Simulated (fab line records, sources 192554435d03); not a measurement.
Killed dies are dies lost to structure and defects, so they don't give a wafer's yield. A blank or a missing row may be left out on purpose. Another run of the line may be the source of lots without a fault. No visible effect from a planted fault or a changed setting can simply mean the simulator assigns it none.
Lot-split experiment + flow n5Finfet + on a route of 1938 steps: 7 lots, 21 wafers read

== SPLIT DETAILS ==
At N5_PASSIVATION_VIA_ETCH_13 (etches SiO2 in CHF3/O2, target depth 660 nm, time 330 s), the setting biasW was moved away from the recipe's 170 W on 8 of the 21 wafers read, by -17.8% to +16.2%. For the rest of the wafers, this setting stayed at what the recipe calls for.

Reading taken at the split's own step.

== THE READING ==
rfVppV, in V, at N5_PASSIVATION_VIA_ETCH_13 (etches SiO2 in CHF3/O2, target depth 660 nm, time 330 s). Typical for fault-free wafers on this fab line: 522 V, with standard deviation 12 V.

| wafer  | tool, chamber at the split | biasW as run, W | against the recipe | rfVppV, V | against lot-mates on the recipe |
|--------|----------------------------|-----------------|--------------------|-----------|---------------------------------|
| L074.2 | rieDiel-01, 2              | 170             | recipe             | 548       | -                               |
| L074.5 | rieDiel-01, 0              | 192.7           | +13.4%             | 578       | +42                             |
| L074.6 | rieDiel-01, 3              | 170             | recipe             | 524       | -                               |
| L076.2 | rieDiel-01, 2              | 148.8           | -12.5%             | 495       | no lot-mate on the recipe       |
| L076.3 | rieDiel-01, 3              | 148.8           | -12.5%             | 471       | no lot-mate on the recipe       |
| L076.5 | rieDiel-01, 2              | 148.8           | -12.5%             | 495       | no lot-mate on the recipe       |
| L078.1 | rieDiel-03, 1              | 170             | recipe             | 517       | -                               |
| L078.2 | rieDiel-03, 0              | 170             | recipe             | 512       | -                               |
| L078.6 | rieDiel-03, 2              | 139.7           | -17.8%             | 441       | -74                             |
| L085.4 | rieDiel-03, 3              | 170             | recipe             | 538       | -                               |
| L085.5 | rieDiel-03, 1              | 196.4           | +15.5%             | 580       | +42                             |
| L085.6 | rieDiel-03, 0              | 196.4           | +15.5%             | 575       | +37                             |
| L089.3 | rieDiel-01, 2              | 170             | recipe             | 551       | -                               |
| L089.4 | rieDiel-01, 3              | 170             | recipe             | 524       | -                               |
| L089.5 | rieDiel-01, 0              | 170             | recipe             | 523       | -                               |
| L092.3 | rieDiel-02, 0              | 170             | recipe             | 513       | -                               |
| L092.4 | rieDiel-02, 3              | 170             | recipe             | 507       | -                               |
| L092.6 | rieDiel-02, 0              | 170             | recipe             | 514       | -                               |
| L094.1 | rieDiel-02, 2              | 170             | recipe             | 502       | -                               |
| L094.2 | rieDiel-02, 3              | 197.6           | +16.2%             | 573       | +72                             |
| L094.6 | rieDiel-02, 2              | 170             | recipe             | 501       | -                               |

FIT RESULTS
A straight line over all 21 wafers: rfVppV changes by +3.54 V for each +1% of biasW; r = +0.91; the points scatter about the line by 15 V.
The same after taking each lot's own level away (the mean of its wafers on the recipe; 18 wafers): +3.49 V for each +1%; r = +0.95; scatter 10 V.
The reading moves by 62 V for the largest change in biasW, on that fit.
From 501.5 to 538.0 V: that is the span of the lots' own levels, equal to 3.0 times the standard deviation above.
Hence the lot-to-lot level has little effect on the slope; both slopes agree.
Check: for one of the wafers moved furthest among these (-17.8%), held out of the fit, the line's prediction against its lot-mates is -57 V. Against them it came out at -73.5 V.
Tool readings at the split's step, against how far the setting was moved: rfVppV r = +0.91.

== THE FILE'S OWN FIT ==
rfVppV changes by +3.64 V for each +1% of biasW, r = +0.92.
